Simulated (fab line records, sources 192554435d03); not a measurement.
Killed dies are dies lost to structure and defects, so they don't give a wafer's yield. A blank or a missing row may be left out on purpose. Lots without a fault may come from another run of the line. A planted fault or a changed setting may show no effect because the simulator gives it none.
Which tool did it? | flow n5_finfet | 10 lots, 30 wafers sampled, at 5 steps of a route of 1938

WHAT THE GAUGES READ, wafer by wafer
N5_ILD0_THK_MEAS_13. Usual: thk_nm 17.7 nm, standard deviation 1.3.
lot  | measured    | on            | thk_nm (nm)    | flag
L276 | day 3 16:04 | film_metro-01 | 18.6 16.2 16.9 |
L278 | day 4 03:54 | film_metro-02 | 17.5 15.7 16.8 |
L279 | day 4 11:18 | film_metro-01 | 15.2 15.3 18.2 |
L282 | day 5 05:54 | film_metro-01 | 16.6 17.6 16.8 |
L285 | day 6 07:15 | film_metro-02 | 16.9 19.5 16.8 |
L287 | day 6 15:01 | film_metro-01 | 17.1 17.6 16.8 |
L292 | day 7 19:40 | film_metro-02 | 19.9 17.4 17.5 |
L293 | day 7 21:46 | film_metro-02 | 17.7 16.9 20.7 |
L298 | day 9 06:05 | film_metro-01 | 18.2 17.0 17.9 |
L299 | day 9 12:55 | film_metro-02 | 18.4 18.6 17.8 |

N5_BEOL_M4_RC_MEAS_101. Usual: DIBL_N 36.3 mV/V, standard deviation 1.7; DIBL_P 36.5 mV/V, standard deviation 1.8; IOFF_N 0.16 nA/um, standard deviation 0.033; IOFF_P 0.21 nA/um, standard deviation 0.037; ION_N 675 uA/um, standard deviation 11; ION_P 462 uA/um, standard deviation 7.9; SS_N 71.6 mV/dec, standard deviation 0.64; SS_P 73.3 mV/dec, standard deviation 0.68; VT_N 249 mV, standard deviation 3.3; VT_P -250 mV, standard deviation 3.3.
lot  | measured     | on        | DIBL_N (mV/V)  | DIBL_P (mV/V)  | IOFF_N (nA/um) | IOFF_P (nA/um) | ION_N (uA/um) | ION_P (uA/um) | SS_N (mV/dec)  | SS_P (mV/dec)  | VT_N (mV)   | VT_P (mV)      | flag
L276 | day 7 15:28  | prober-01 | 35.4 35.3 34.9 | 36.0 36.6 36.1 | 0.14 0.15 0.15 | 0.19 0.20 0.19 | 666 684 678   | 457 469 466   | 71.4 71.6 71.6 | 73.2 73.9 73.7 | 253 249 253 | -255 -252 -252 |
L278 | day 8 07:23  | prober-01 | 37.0 35.9 36.4 | 37.9 36.4 36.4 | 0.16 0.14 0.14 | 0.23 0.22 0.21 | 674 669 675   | 464 461 471   | 71.5 71.1 71.3 | 73.7 73.5 73.1 | 249 251 251 | -251 -250 -250 |
L279 | day 8 13:29  | prober-01 | 35.7 33.6 36.1 | 36.1 33.4 36.5 | 0.15 0.11 0.14 | 0.18 0.14 0.18 | 682 681 677   | 467 462 463   | 71.0 71.0 71.5 | 73.3 72.8 73.3 | 251 255 253 | -251 -257 -253 |
L282 | day 9 10:17  | prober-01 | 37.3 36.6 37.0 | 38.4 36.7 37.8 | 0.18 0.17 0.17 | 0.24 0.22 0.24 | 680 688 676   | 466 459 465   | 72.3 71.7 72.3 | 72.8 72.8 73.0 | 247 250 249 | -251 -253 -248 |
L285 | day 10 07:46 | prober-02 | 34.4 36.1 36.9 | 34.8 37.7 38.2 | 0.11 0.14 0.15 | 0.16 0.21 0.20 | 662 653 662   | 448 460 450   | 70.0 70.6 71.1 | 72.8 73.9 73.8 | 253 253 251 | -257 -251 -253 |
L287 | day 10 09:15 | prober-01 | 35.8 35.6 34.2 | 36.3 34.7 33.9 | 0.16 0.15 0.13 | 0.20 0.17 0.17 | 684 666 657   | 464 450 448   | 71.3 71.1 71.1 | 72.9 72.7 72.1 | 249 249 251 | -251 -253 -253 |
L292 | day 11 18:43 | prober-02 | 38.3 37.4 39.3 | 38.1 36.6 38.4 | 0.17 0.15 0.17 | 0.20 0.19 0.20 | 681 660 661   | 455 457 450   | 72.2 72.0 73.0 | 74.4 73.6 73.8 | 250 252 251 | -254 -255 -253 |
L293 | day 12 00:10 | prober-02 | 37.3 35.6 35.4 | 35.4 34.2 34.3 | 0.16 0.15 0.14 | 0.22 0.22 0.21 | 675 703 677   | 466 481 469   | 71.4 71.4 71.2 | 72.8 72.5 72.8 | 247 246 249 | -246 -244 -245 |
L298 | day 13 10:11 | prober-02 | 36.2 37.3 37.5 | 35.1 36.3 37.0 | 0.14 0.16 0.16 | 0.17 0.18 0.20 | 662 677 673   | 447 458 458   | 71.2 72.1 71.5 | 73.8 73.9 74.2 | 253 249 247 | -251 -254 -253 |
L299 | day 13 10:06 | prober-01 | 33.2 36.3 36.8 | 33.6 37.7 38.6 | 0.12 0.18 0.19 | 0.16 0.21 0.22 | 669 678 677   | 452 461 458   | 71.2 71.9 72.1 | 72.4 74.4 74.3 | 252 248 246 | -256 -250 -253 |

WHICH TOOL RAN EACH LOT (tool, then ch and the chambers of the sampled wafers, then the start)
lot  | N5_SD_EPI_P_ETCH_47               | N5_ILD0_CMP_12               | N5_SDB_HM_DEP_00
L276 | rie_diel-05 ch 2,3, day 3 05:05   | cmp-03 ch 2,3, day 3 15:46   | pecvd-04 ch 0,1,2, day 3 16:08
L278 | rie_diel-02 ch 1,2, day 3 16:52   | cmp-03 ch 0,1,2, day 4 03:38 | pecvd-01 ch 0,1,2, day 4 03:58
L279 | rie_diel-02 ch 0,1,3, day 4 00:38 | cmp-03 ch 0,1,3, day 4 11:07 | pecvd-01 ch 1,2, day 4 11:22
L282 | rie_diel-05 ch 0,1,3, day 4 18:47 | cmp-01 ch 0,1,2, day 5 05:38 | pecvd-03 ch 0,1, day 5 05:58
L285 | rie_diel-04 ch 1,2,3, day 5 20:10 | cmp-03 ch 0,1,3, day 6 06:59 | pecvd-03 ch 0,1,2, day 6 07:19
L287 | rie_diel-04 ch 0,2,3, day 6 04:37 | cmp-03 ch 1,3, day 6 14:44   | pecvd-01 ch 0,1,2, day 6 15:05
L292 | rie_diel-04 ch 1,2,3, day 7 08:16 | cmp-03 ch 0,1,3, day 7 19:22 | pecvd-04 ch 0,2, day 7 19:43
L293 | rie_diel-04 ch 1,2, day 7 10:35   | cmp-03 ch 0,1,3, day 7 21:31 | pecvd-04 ch 0,2, day 7 21:52
L298 | rie_diel-05 ch 0,1, day 8 18:54   | cmp-02 ch 0,2,3, day 9 05:52 | pecvd-03 ch 0,1,2, day 9 06:08
L299 | rie_diel-02 ch 1,2,3, day 9 02:33 | cmp-02 ch 0,1,2, day 9 12:37 | pecvd-04 ch 0,1, day 9 12:58
- N5_SD_EPI_P_ETCH_47: etches SiOCN in CH3F/O2, target depth 25 nm.
- N5_ILD0_CMP_12: polishes SiNx, stops on poly-Si, t overpolish 6 s, target thk 17.67 nm.
- N5_SDB_HM_DEP_00: deposits SiNx from SiH4/NH3/N2, target thk 40 nm, time 35.3 s.

WHAT THE TOOLS THEMSELVES READ (means of the sampled wafers that have a number; where no wafer has one, the mark that the record gives instead)
N5_SD_EPI_P_ETCH_47. Usual: drypump_motor_current_A 5.8 A, standard deviation 0.4; oes_product_au 0.77 a.u., standard deviation 0.064; rf_vpp_V 127.5 V, standard deviation 1.7; showerhead_plenum_p_Torr 2.01 Torr, standard deviation 0.052; throttle_valve_pct 16.39 %, standard deviation 0.15.
lot  | tool        | drypump_motor_current_A (A) | oes_product_au (a.u.) | rf_vpp_V (V) | showerhead_plenum_p_Torr (Torr) | throttle_valve_pct (%) | flag
L276 | rie_diel-05 | 5.8                         | 0.80                  | 125.6        | 2.00                            | 16.21                  |
L278 | rie_diel-02 | 6.2                         | 0.78                  | 127.2        | 2.03                            | 16.44                  |
L279 | rie_diel-02 | 5.9                         | 0.77                  | 127.8        | 1.97                            | 16.41                  |
L282 | rie_diel-05 | 6.2                         | 0.79                  | 125.2        | 2.02                            | 16.29                  |
L285 | rie_diel-04 | 5.6                         | 0.79                  | 128.3        | 2.01                            | 16.37                  |
L287 | rie_diel-04 | 5.6                         | 0.73                  | 128.6        | 1.97                            | 16.42                  |
L292 | rie_diel-04 | 5.6                         | 0.77                  | 129.0        | 2.01                            | 16.38                  |
L293 | rie_diel-04 | 5.9                         | 0.78                  | 127.5        | 2.02                            | 16.52                  |
L298 | rie_diel-05 | 6.2                         | 0.79                  | 126.5        | 2.03                            | 16.37                  |
L299 | rie_diel-02 | 6.0                         | 0.73                  | 127.4        | 2.00                            | 16.44                  |

N5_ILD0_CMP_12. Usual: motor_current_A 9.1 A, standard deviation 0.79; overpolish_run_s 5.999 s, standard deviation 0.0099; slurry_filter_dp_kPa 13.48 kPa, standard deviation 0.15; time_to_endpoint_s 29 s, standard deviation 3.4.
lot  | tool   | motor_current_A (A) | overpolish_run_s (s) | slurry_filter_dp_kPa (kPa) | time_to_endpoint_s (s) | flag
L276 | cmp-03 | 8.9                 | 5.998                | 13.59                      | 24                     |
L278 | cmp-03 | 9.1                 | 6.004                | 13.33                      | 29                     |
L279 | cmp-03 | 8.7                 | 5.995                | 13.50                      | 25                     |
L282 | cmp-01 | 9.1                 | 5.999                | 13.39                      | 31                     |
L285 | cmp-03 | 8.6                 | 5.988                | 13.48                      | 30                     |
L287 | cmp-03 | 8.4                 | 6.005                | 13.47                      | 27                     |
L292 | cmp-03 | 8.6                 | 5.997                | 13.39                      | 44                     | OFF
L293 | cmp-03 | 8.6                 | 6.007                | 13.35                      | 46                     | OFF
L298 | cmp-02 | 8.9                 | 6.002                | 13.62                      | 31                     |
L299 | cmp-02 | 8.9                 | 5.998                | 13.40                      | 30                     |

N5_SDB_HM_DEP_00. Usual: heater_power_w 740 W, standard deviation 62; showerhead_plenum_p_Torr 5.15 Torr, standard deviation 0.048; susceptor_temp_C 399.94 C, standard deviation 0.24; throttle_valve_pct 41.2 %, standard deviation 2.6.
lot  | tool     | heater_power_w (W) | showerhead_plenum_p_Torr (Torr) | susceptor_temp_C (C) | throttle_valve_pct (%) | flag
L276 | pecvd-04 | 680                | 5.11                            | 399.64               | 40.7                   |
L278 | pecvd-01 | 813                | 5.15                            | 399.95               | 42.9                   |
L279 | pecvd-01 | 839                | 5.18                            | 399.92               | 44.3                   |
L282 | pecvd-03 | 780                | 5.12                            | 399.98               | 40.3                   |
L285 | pecvd-03 | 723                | 5.16                            | 399.92               | 39.6                   |
L287 | pecvd-01 | 765                | 5.16                            | 399.85               | 43.1                   |
L292 | pecvd-04 | 737                | 5.13                            | 399.58               | 41.6                   |
L293 | pecvd-04 | 716                | 5.11                            | 400.39               | 41.7                   |
L298 | pecvd-03 | 735                | 5.17                            | 400.07               | 39.7                   |
L299 | pecvd-04 | 675                | 5.09                            | 399.98               | 40.3                   |

THE ANSWER, worked out from the rows above alone
Rule: a lot is off if the mean of its wafers that have a number lies more than 3 standard deviations from the usual mean. A lot without any number at a reading at which 4 lots or more have one is off too. The other lots that the step has rows for count as sound. The gauges are gone through in route order, then the tools' own readings, and for those a lot's mean is taken as printed above. The first step at which some lot is off is used, and at that step the reading that is off furthest; a lot without a number counts as furthest.
Off: L292, L293, at N5_ILD0_CMP_12 (time_to_endpoint_s).
A tool fits if, at that step or a process step before it, it ran every lot that is off, and no sound lot after the first of them. Can't be told from this: 2 tools fit, rie_diel-04 at N5_SD_EPI_P_ETCH_47, cmp-03 at N5_ILD0_CMP_12.

WHAT THE SIMULATOR HAD PUT IN
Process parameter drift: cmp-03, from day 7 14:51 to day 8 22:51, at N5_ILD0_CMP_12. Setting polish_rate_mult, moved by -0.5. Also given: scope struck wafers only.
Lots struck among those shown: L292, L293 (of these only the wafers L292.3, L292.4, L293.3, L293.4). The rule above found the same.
